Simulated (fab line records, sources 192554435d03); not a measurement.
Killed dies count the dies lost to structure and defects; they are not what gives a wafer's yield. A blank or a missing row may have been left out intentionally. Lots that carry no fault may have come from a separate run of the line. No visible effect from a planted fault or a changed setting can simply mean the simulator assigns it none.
fab line records	flow n5Finfet
[record] lots = 7	wafers = 21
route steps=1938 shown BEOL_M14@1743 BEOL_M15@1809 MIM_BOT_ETCH@1867 PASSIVATION@1901
startH: hours from the record's opening day to when the first of the lot's shown wafers began	waitH: hours elapsed since this lot's preceding step	" unchanged from the row above	L1.1+2: a single row standing in for several wafers	- no value, or no start was given	* or withheld: withheld	< > ~ a bound
route shown NAME@n: NAME is a module with steps in the file, n the number in the route of the first one	usual: mean/standard deviation of fault-free wafers	same: alike in all rows	chamber/n: place in a boat	sites: the reading at each site	_std_site: how widely they spread, as a standard deviation	_edge_site: outer sites' mean less inner sites'	radiusMm: how far each site lies from the wafer's centre	mask NAME#n: copy n	behind: the tool/chamber that last shaped the wafer	hold: what put the lot on hold/how long, in hours/how the hold closed	device: which transistor (n, p or np) failed to switch	end of line: tests of these same wafers at the route's end	a step without rows: its recipe alone	killed: the dies lost at the first sort to structure and to defects; this is not the yield of the wafer	map: a wafer's dies, x killed, . not, _ none there
set.NAME: the setting the step ran with; set.NAME@STEP: the setting that earlier step ran with	model.NAME: the simulator's own value behind a step, which no gauge read
lots with deliberately changed settings; one table per step, one row per wafer
[[steps]]
[step N5_BEOL_M14_PEB_26]
[recipe] pebTempC = 130	pebTimeS = 90
lot.wafer	tool	chamber	startH	waitH	set.pebTempC
L076.3+6	lithoTrack-04	0	262.22	0.0	133.4
L076.4	"	0	"	"	130
L075.1	lithoTrack-01	0	264.88	0.1	130
L075.2+5	"	0	"	"	127.6
L084.1+3	lithoTrack-04	0	315.61	0.1	133.7
L084.4	"	0	"	"	130
L082.1+4+6	lithoTrack-01	0	316.71	0.1	130
L086.2+3+6	lithoTrack-01	0	321.03	0.0	130
L091.3+6	lithoTrack-02	0	350.13	0.0	130
L091.4	"	0	"	"	128.9
L096.1+4+5	lithoTrack-01	0	382.21	0.1	130
[step N5_BEOL_M14_DEVELOP_27]
[recipe] developTimeS = 45	rinseLiquid = diw	dry = airSpin	devTempC = 21
[step N5_BEOL_M14_HARDBAKE_32]
[recipe] tempC = 130	timeS = 120
[step N5_BEOL_M14_CD_MEAS_28]
[recipe] targetCdNm = 284.4	landingEnergyEv = 500	detector = seInlens
[usual] cdNm = 284.6/1.9
lot.wafer	tool	chamber	startH	waitH	set.pebTempC@BEOL_M14_PEB_26	cdNm
L076.3	cdSem-01	0	262.34	-	133.4	296.9
L076.4	"	0	"	"	130	283.6
L076.6	"	0	"	"	133.4	295.7
L075.1	cdSem-03	0	264.99	-	130	287.9
L075.2	"	0	"	"	127.6	277.6
L075.5	"	0	"	"	127.6	272.8
L084.1	cdSem-01	0	315.73	-	133.7	298.6
L084.3	"	0	"	"	133.7	300.3
L084.4	"	0	"	"	130	281.9
L082.1	cdSem-01	0	316.83	-	130	286.4
L082.4	"	0	"	"	130	283.4
L082.6	"	0	"	"	130	287.7
L086.2	cdSem-02	0	321.14	-	130	284.8
L086.3	"	0	"	"	130	286.1
L086.6	"	0	"	"	130	285.8
L091.3	cdSem-03	0	350.24	-	130	287.1
L091.4	"	0	"	"	128.9	283.2
L091.6	"	0	"	"	130	286.3
L096.1	cdSem-02	0	382.33	-	130	287.1
L096.4	"	0	"	"	130	283.1
L096.5	"	0	"	"	130	285.5
[step N5_BEOL_M14_DESCUM_33]
[recipe] chemistry = O2	timeS = 7.9	sourcePowerW = 50	biasPowerW = 20	pressureMtorr = 20	rfFrequencyHz = 2.712e+07	tempC = 40	o2FlowSccm = 225
lot.wafer	tool	chamber	startH	waitH	set.timeS	set.pebTempC@BEOL_M14_PEB_26	model.BEOL_M14.cdNm
L076.3	rieDiel-03	3	262.67	0.3	8.363	133.4	297.2
L076.4	"	2	"	"	7.9	130	283.6
L076.6	"	0	"	"	7.9	133.4	295.6
L075.1	rieDiel-05	2	265.08	0.0	6.778	130	287.8
L075.2	"	1	"	"	7.9	127.6	277.8
L075.5	"	3	"	"	7.9	127.6	272.6
L084.1	rieDiel-03	1	315.82	0.0	8.4	133.7	299
L084.3	"	0	"	"	8.4	133.7	300.6
L084.4	"	3	"	"	7.9	130	282.2
L082.1	rieDiel-03	3	316.92	0.0	7.9	130	286.8
L082.4	"	0	"	"	7.9	130	283.6
L082.6	"	1	"	"	6.676	130	287.4
L086.2	rieDiel-03	2	321.23	0.0	7.9	130	284.6
L086.3	"	0	"	"	7.9	130	286.4
L086.6	"	0	"	"	7.9	130	286
L091.3	rieDiel-03	2	350.37	0.1	7.9	130	287
L091.4	"	0	"	"	7.9	128.9	283.2
L091.6	"	0	"	"	7.9	130	286
L096.1	rieDiel-05	0	382.42	0.0	7.9	130	287
L096.4	"	0	"	"	7.9	130	283.8
L096.5	"	2	"	"	7.9	130	285.6
[step N5_BEOL_M14_ETCH_67]
[recipe] chemistry = CF4	target = SiARC	targetDepthA = 1430	timeS = 238.3	ionEnergyEv = 80	pressureMtorr = 40	sourceW = 545	biasW = 36	Ar_flow_sccm = 100	cf4FlowSccm = 100	ends = cleared
lot.wafer	tool	chamber	startH	waitH	set.pebTempC@BEOL_M14_PEB_26	model.BEOL_M14.cdNm
L076.3	rieDiel-03	3	262.71	0.0	133.4	292.8
L076.4	"	2	"	"	130	279.6
L076.6	"	0	"	"	133.4	290.6
L075.1	rieDiel-05	2	265.12	0.0	130	282.2
L075.2	"	1	"	"	127.6	272.8
L075.5	"	3	"	"	127.6	268
L084.1	rieDiel-03	1	315.85	0.0	133.7	294.4
L084.3	"	0	"	"	133.7	296.2
L084.4	"	3	"	"	130	277.2
L082.1	rieDiel-03	3	316.95	0.0	130	282
L082.4	"	0	"	"	130	278.8
L082.6	"	1	"	"	130	282.8
L086.2	rieDiel-03	2	321.27	0.0	130	280
L086.3	"	0	"	"	130	281.6
L086.6	"	0	"	"	130	281.2
L091.3	rieDiel-03	2	350.40	0.0	130	282.2
L091.4	"	0	"	"	128.9	278.4
L091.6	"	0	"	"	130	281.6
L096.1	rieDiel-05	0	382.46	0.0	130	282.8
L096.4	"	0	"	"	130	280
L096.5	"	2	"	"	130	281
[step N5_BEOL_M15_TRENCH_ETCH_34]
[recipe] chemistry = C4F8/O2/Ar	target = SiO2	targetDepthA = 8729.3	heInnerTorr = 15	heOuterTorr = 30	timeS = 199	ionEnergyEv = 800	pressureMtorr = 20	sourceW = 1905	biasW = 2040	Ar_flow_sccm = 400	C4F8_flow_sccm = 16	O2_flow_sccm = 12
lot.wafer	tool	chamber	startH	waitH	set.timeS	model.etch.depthNm	model.coat_of_BEOL_M15_COAT_22.thkNm
L076.3	rieDiel-02	1	267.55	0.0	199	866.8	542.4
L076.4	"	3	"	"	162.5	709.7	573.2
L076.6	"	1	"	"	162.5	703.7	574.8
L075.1	rieDiel-04	0	272.40	0.0	218.3	989.2	515.4
L075.2	"	1	"	"	199	874.8	540.8
L075.5	"	0	"	"	199	896.2	538.2
L084.1	rieDiel-04	1	322.13	0.0	199	863.4	545.2
L084.3	"	0	"	"	169.3	758.2	564.4
L084.4	"	3	"	"	199	857.6	543.4
L082.1	rieDiel-04	2	325.83	0.0	223.6	995.6	519
L082.4	"	1	"	"	199	862.9	550.2
L082.6	"	0	"	"	223.6	1004	517.2
L086.2	rieDiel-04	1	326.74	0.0	199	867.2	548
L086.3	"	2	"	"	199	899	539
L086.6	"	0	"	"	199	899.6	537.8
L091.3	rieDiel-04	0	355.93	0.0	199	892.5	537.4
L091.4	"	1	"	"	199	866.8	545
L091.6	"	2	"	"	199	901.1	537.4
L096.1	rieDiel-06	0	387.83	0.0	199	872.5	537.2
L096.4	"	1	"	"	199	895.6	527
L096.5	"	0	"	"	199	877.3	534.8
[step N5_BEOL_M15_STRIP_37]
[recipe] chemistry = O2	powerW = 600	tempC = 60	pressureMtorr = 30	rfFrequencyHz = 6e+07	biasPowerW = 0	overashFraction = 0.3	o2FlowSccm = 225
lot.wafer	tool	chamber	startH	waitH	set.pressureMtorr
L076.3+4+6	rieDiel-04	2,1,1	-	-	32.65
L075.1+2+5	rieDiel-02	2,3,1	-	-	26.65
L084.1+3+4	rieDiel-02	3,2,0	-	-	34.43
L082.1+4+6	rieDiel-04	0,2,0	-	-	32.29
L086.2+3+6	rieDiel-04	1,0,1	-	-	36.34
L091.3+4+6	rieDiel-02	0,2,0	-	-	32.41
L096.1+4+5	rieDiel-06	3,2,1	-	-	30
[step N5_BEOL_M15_ETCH_38]
[recipe] chemistry = CF4/N2	target = SiCN	targetDepthA = 1064	taperDeg = 2	timeS = 120.5	ionEnergyEv = 150	maskMaterial = SiO2	pressureMtorr = 40	sourceW = 430	biasW = 70	Ar_flow_sccm = 100	cf4FlowSccm = 60	n2FlowSccm = 60
[step N5_BEOL_M15_PRECLEAN_39]
[recipe] chemistry = residueRemover	timeS = 60	tempC = 40
[step N5_BEOL_M15_ECD_47]
[recipe] material = Cu	targetThkA = 18600
[step N5_BEOL_M15_ANNEAL_48]
[recipe] tempC = 225	timeS = 90	ambient = N2
[step N5_BEOL_M15_CMP_49]
[recipe] stopOn = SiO2	tOverpolishS = 4.9	downForcePsi = 2	platenRpm = 80	clearingPlatenDownForcePsi = 2	clearingPlatenRpm = 80	postCmpClean = cuAlkaline	targetThkNm = 850	clearingPlatenPadVelocityMS = 1.5917	padVelocityMS = 1.5917
lot.wafer	tool	chamber	startH	waitH	set.timeS@BEOL_M15_TRENCH_ETCH_34	model.Cu_of_BEOL_M15_ECD_47.thkNm
L076.4	cmp-02	0	269.77	0.2	162.5	684.8
L076.3	"	2	"	"	199	842.6
L076.6	"	3	"	"	162.5	681
L075.1	cmp-01	0	277.47	0.3	218.3	965.2
L075.2	"	3	"	"	199	851.6
L075.5	"	0	"	"	199	872.6
L084.3	cmp-01	0	323.83	0.2	169.3	736
L084.4	"	1	"	"	199	836.2
L084.1	"	2	"	"	199	842
L082.1	cmp-02	0	332.45	0.3	223.6	972.6
L082.4	"	2	"	"	199	840.4
L082.6	"	0	"	"	223.6	981.8
L086.3	cmp-01	1	332.80	0.2	199	877.2
L086.2	"	0	"	"	199	843.8
L086.6	"	2	"	"	199	877.8
L091.3	cmp-04	1	357.95	0.2	199	868.8
L091.4	"	3	"	"	199	844
L091.6	"	1	"	"	199	878.4
L096.4	cmp-01	0	392.09	0.2	199	872.4
L096.1	"	1	"	"	199	849.8
L096.5	"	3	"	"	199	854.6
[step N5_BEOL_M15_THK_MEAS_50]
[recipe] thkMeasGauge = xrf	reads = Cu_of_BEOL_M15_ECD_47
[usual] M15_THK = 840/17
lot.wafer	tool	chamber	startH	waitH	set.timeS@BEOL_M15_TRENCH_ETCH_34	M15_THK[nm]
L076.3	filmMetro-02	-	270.03	-	199	826
L076.4	"	-	"	"	162.5	671
L076.6	"	-	"	"	162.5	670
L075.1	filmMetro-02	-	277.76	-	218.3	955
L075.2	"	-	"	"	199	845
L075.5	"	-	"	"	199	865
L084.1	filmMetro-02	-	324.13	-	199	824
L084.3	"	-	"	"	169.3	723
L084.4	"	-	"	"	199	821
L082.1	filmMetro-01	-	332.71	-	223.6	940
L082.4	"	-	"	"	199	813
L082.6	"	-	"	"	223.6	950
L086.2	filmMetro-02	-	333.10	-	199	833
L086.3	"	-	"	"	199	866
L086.6	"	-	"	"	199	861
L091.3	filmMetro-02	-	358.25	-	199	844
L091.4	"	-	"	"	199	822
L091.6	"	-	"	"	199	852
L096.1	filmMetro-01	-	392.35	-	199	833
L096.4	"	-	"	"	199	849
L096.5	"	-	"	"	199	830
[step N5_BEOL_M15_PRE_CLEAN_52]
[recipe] gas = NH3	timeS = 15	tempC = withheld	rfPowerW = 300
[step N5_BEOL_M15_DEP_53]
[recipe] material = SiCN	targetThkA = 500	tempC = withheld	precursor = 3MS/NH3	pressureTorr = 3	rfW = 675	timeS = 17.8
[step N5_BEOL_M15_RS_MEAS_54]
[recipe] thkMeasGauge = four-point-probe	reads = Cu_of_BEOL_M15_ECD_47+Ta_of_BEOL_M15_SPUTTER_44+TaN_of_BEOL_M15_SPUTTER_43
[usual] M15_RS = 0.0213/0.0004
lot.wafer	tool	chamber	startH	waitH	set.timeS@BEOL_M15_TRENCH_ETCH_34	M15_RS[ohm/sq]
L076.3	filmMetro-02	-	270.19	0.1	199	0.0217
L076.4	"	-	"	"	162.5	0.0268
L076.6	"	-	"	"	162.5	0.0270
L075.1	filmMetro-01	-	277.89	0.0	218.3	0.0189
L075.2	"	-	"	"	199	0.0214
L075.5	"	-	"	"	199	0.0209
L084.1	filmMetro-01	-	324.29	0.1	199	0.0216
L084.3	"	-	"	"	169.3	0.0249
L084.4	"	-	"	"	199	0.0218
L082.1	filmMetro-02	-	332.84	0.0	223.6	0.0188
L082.4	"	-	"	"	199	0.0218
L082.6	"	-	"	"	223.6	0.0186
L086.2	filmMetro-01	-	333.26	0.1	199	0.0217
L086.3	"	-	"	"	199	0.0208
L086.6	"	-	"	"	199	0.0208
L091.3	filmMetro-01	-	358.38	0.1	199	0.0210
L091.4	"	-	"	"	199	0.0217
L091.6	"	-	"	"	199	0.0208
L096.1	filmMetro-01	-	392.48	0.0	199	0.0215
L096.4	"	-	"	"	199	0.0209
L096.5	"	-	"	"	199	0.0214
[step N5_MIM_BOT_ETCH_ETCH_03]
[recipe] chemistry = Cl2/BCl3	targetDepthA = 120	pressureMtorr = 8	icpW = 800	biasW = 100	Cl2_flow_sccm = 20	bcl3FlowSccm = 80
lot.wafer	tool	chamber	startH	waitH	set.icpW	model.etch.depthNm
L076.3	rieMetal-03	0	274.31	0.1	800	12.22
L076.4	"	1	"	"	874	12.8
L076.6	"	0	"	"	874	13.2
L075.1	rieMetal-03	0	283.67	0.1	800	12.1
L075.2	"	1	"	"	800	11.71
L075.5	"	1	"	"	800	11.87
L084.1	rieMetal-01	1	327.90	0.1	800	11.69
L084.3	"	0	"	"	667.6	10.27
L084.4	"	1	"	"	800	11.75
L082.1	rieMetal-02	1	336.90	0.1	800	11.57
L082.4	"	1	"	"	800	11.55
L082.6	"	1	"	"	800	11.6
L086.2	rieMetal-02	0	337.30	0.1	800	12.36
L086.3	"	1	"	"	923.6	13.22
L086.6	"	1	"	"	923.6	13.25
L091.3	rieMetal-03	0	364.82	0.1	800	12.35
L091.4	"	1	"	"	897.7	13.05
L091.6	"	0	"	"	897.7	13.61
L096.1	rieMetal-03	1	396.59	0.1	800	11.64
L096.4	"	0	"	"	800	12.23
L096.5	"	1	"	"	800	11.85
[step N5_PASSIVATION_EXPOSE_27]
[recipe] maskId = PAD	na = 0.55	sourceShape = conventional	sigmaOuter = 0.8	polarization = unpolarized	defocusNm = 0	doseMj = 32.3
lot.wafer	tool	chamber	startH	waitH	mask	set.doseMj
L076.3+4+6	krfScanner-01	0	277.23	-	PAD#0	32.3
L075.1+5	krfScanner-02	0	286.28	-	PAD#0	32.3
L075.2	"	0	"	"	PAD#0	31.5
L084.1	krfScanner-01	0	331.19	-	PAD#0	32.3
L084.3+4	"	0	"	"	PAD#0	29.98
L082.1+4+6	krfScanner-01	0	340.00	-	PAD#0	32.3
L086.2	krfScanner-02	0	341.19	-	PAD#0	30.76
L086.3+6	"	0	"	"	PAD#0	32.3
L091.3+4+6	krfScanner-01	0	369.52	-	PAD#0	32.3
L096.1+4+5	krfScanner-02	0	401.69	-	PAD#0	32.3
[step N5_PASSIVATION_DEVELOP_29]
[recipe] developTimeS = 60	rinseLiquid = diw	dry = airSpin	devTempC = 21
lot.wafer	tool	chamber	startH	waitH	set.developTimeS
L076.3+4+6	lithoTrack-04	0	-	-	60
L075.1	lithoTrack-01	0	-	-	65.72
L075.2+5	"	0	"	"	60
L084.1+3+4	lithoTrack-02	0	-	-	60
L082.1+4	lithoTrack-04	0	-	-	64.86
L082.6	"	0	"	"	60
L086.2+3	lithoTrack-01	0	-	-	60
L086.6	"	0	"	"	49.74
L091.3+4+6	lithoTrack-04	0	-	-	60
L096.1+4+5	lithoTrack-04	0	-	-	60
[step N5_PASSIVATION_HARDBAKE_31]
[recipe] tempC = 130	timeS = 120
[step N5_PASSIVATION_CD_MEAS_30]
[recipe] targetCdNm = 4000	landingEnergyEv = 500	detector = seInlens	polarity = opening
[usual] cdNm = 3999.8/2.2
lot.wafer	tool	chamber	startH	waitH	set.doseMj@PASSIVATION_EXPOSE_27	cdNm
L076.3	cdSem-03	0	277.40	-	32.3	3999.2
L076.4	"	0	"	"	32.3	4001.3
L076.6	"	0	"	"	32.3	4001.1
L075.1	cdSem-01	0	286.46	-	32.3	3998.1
L075.2	"	0	"	"	31.5	3994.5
L075.5	"	0	"	"	32.3	3997.4
L084.1	cdSem-02	0	331.37	-	32.3	4002.8
L084.3	"	0	"	"	29.98	3986.2
L084.4	"	0	"	"	29.98	3991.2
L082.1	cdSem-01	0	340.17	-	32.3	4003.9
L082.4	"	0	"	"	32.3	4000.6
L082.6	"	0	"	"	32.3	4001.5
L086.2	cdSem-03	0	341.36	-	30.76	3986.4
L086.3	"	0	"	"	32.3	3997.6
L086.6	"	0	"	"	32.3	3995.6
L091.3	cdSem-01	0	369.69	-	32.3	4000.4
L091.4	"	0	"	"	32.3	4000.6
L091.6	"	0	"	"	32.3	3999.9
L096.1	cdSem-03	0	401.87	-	32.3	4001.9
L096.4	"	0	"	"	32.3	4000.5
L096.5	"	0	"	"	32.3	4001.3
[[key]]
[split] step = N5_BEOL_M14_PEB_26	setting = pebTempC	stated = 130	by = wafer
[response] step = N5_BEOL_M14_CD_MEAS_28	reading = cdNm	change = +5.75	per = 1%	r = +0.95
[response] step = N5_BEOL_M14_DESCUM_33	reading = model.BEOL_M14.cdNm	change = +5.75	per = 1%	r = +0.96
[response] step = N5_BEOL_M14_ETCH_67	reading = model.BEOL_M14.cdNm	change = +5.66	per = 1%	r = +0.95
[split] step = N5_BEOL_M14_DESCUM_33	setting = timeS	stated = 7.9	by = wafer
response none clear
[split] step = N5_BEOL_M15_TRENCH_ETCH_34	setting = timeS	stated = 199	by = wafer
[response] step = N5_BEOL_M15_TRENCH_ETCH_34	reading = model.etch.depthNm	change = +8.88	per = 1%	r = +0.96
[response] step = N5_BEOL_M15_TRENCH_ETCH_34	reading = model.coat_of_BEOL_M15_COAT_22.thkNm	change = -1.87	per = 1%	r = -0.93
[response] step = N5_BEOL_M15_CMP_49	reading = model.Cu_of_BEOL_M15_ECD_47.thkNm	change = +8.88	per = 1%	r = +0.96
[response] step = N5_BEOL_M15_THK_MEAS_50	reading = M15_THK	change = +8.61	per = 1%	r = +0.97
[response] step = N5_BEOL_M15_RS_MEAS_54	reading = M15_RS	change = -0.000252	per = 1%	r = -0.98
[split] step = N5_BEOL_M15_STRIP_37	setting = pressureMtorr	stated = 30	by = lot
response none clear
[split] step = N5_MIM_BOT_ETCH_ETCH_03	setting = icpW	stated = 800	by = wafer
[response] step = N5_MIM_BOT_ETCH_ETCH_03	reading = model.etch.depthNm	change = +0.0758	per = 1%	r = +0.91
[split] step = N5_PASSIVATION_EXPOSE_27	setting = doseMj	stated = 32.3	by = wafer
[response] step = N5_PASSIVATION_CD_MEAS_30	reading = cdNm	change = +1.96	per = 1%	r = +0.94
[split] step = N5_PASSIVATION_DEVELOP_29	setting = developTimeS	stated = 60	by = wafer
response none clear
